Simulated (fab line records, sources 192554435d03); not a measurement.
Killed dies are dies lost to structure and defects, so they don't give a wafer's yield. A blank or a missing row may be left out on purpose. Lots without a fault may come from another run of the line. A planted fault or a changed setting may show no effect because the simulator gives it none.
Chamber matching | flow n5_finfet | N5_BEOL_M15_ETCH_61 on rie_diel-03: 4 sister chambers
The step etches BARC in N2/H2, target depth 89 nm, overetch 26.7 nm, time 67.9 s. 8 wafers are shown with their chamber, then 7 later ones without.

WAFERS WITH THEIR CHAMBER
wafer  | chamber | showerhead_plenum_p_Torr (Torr) | drypump_motor_current_A (A)
L671.3 | 2       | 2.68                            | 5.72
L671.5 | 1       | 2.63                            | 6.33
L670.2 | 1       | 2.63                            | 6.37
L677.1 | 0       | 2.59                            | 5.61
L677.4 | 3       | 2.45                            | 5.46
L677.6 | 0       | 2.59                            | 5.60
L676.3 | 3       | 2.45                            | 5.44
L676.4 | 2       | 2.67                            | 5.71

WAFERS WITHOUT THEIR CHAMBER
wafer  | showerhead_plenum_p_Torr (Torr) | drypump_motor_current_A (A)
L676.6 | 2.45                            | 5.45
L680.1 | 2.59                            | 5.60
L680.4 | 2.62                            | 6.38
L680.5 | 2.67                            | 5.70
L679.1 | 2.67                            | 5.71
L679.2 | 2.45                            | 5.47
L679.3 | 2.58                            | 5.64

WHICH CHAMBER EACH WENT THROUGH
wafer  | from the rows above | in truth
L676.6 | 3                   | 3
L680.1 | 0                   | 0
L680.4 | 1                   | 1
L680.5 | 2                   | 2
L679.1 | 2                   | 2
L679.2 | 3                   | 3
L679.3 | 0                   | 0
Placed correctly: 7 of 7. Can't be placed from these rows: 0. Placed wrongly: 0.
How it was worked out, from the rows above alone: a wafer's distance from a chamber is the root of the sum, over the readings, of the square of ((its reading less the chamber's mean) divided by the reading's scatter). The wafer belongs to the nearest chamber; if the next one is less than 2 further off, it can't be placed. A chamber's mean is the mean of its shown wafers. The scatter: the root of (the sum of the squares of (reading less its chamber's mean) over the shown wafers, divided by (wafers less chambers)).
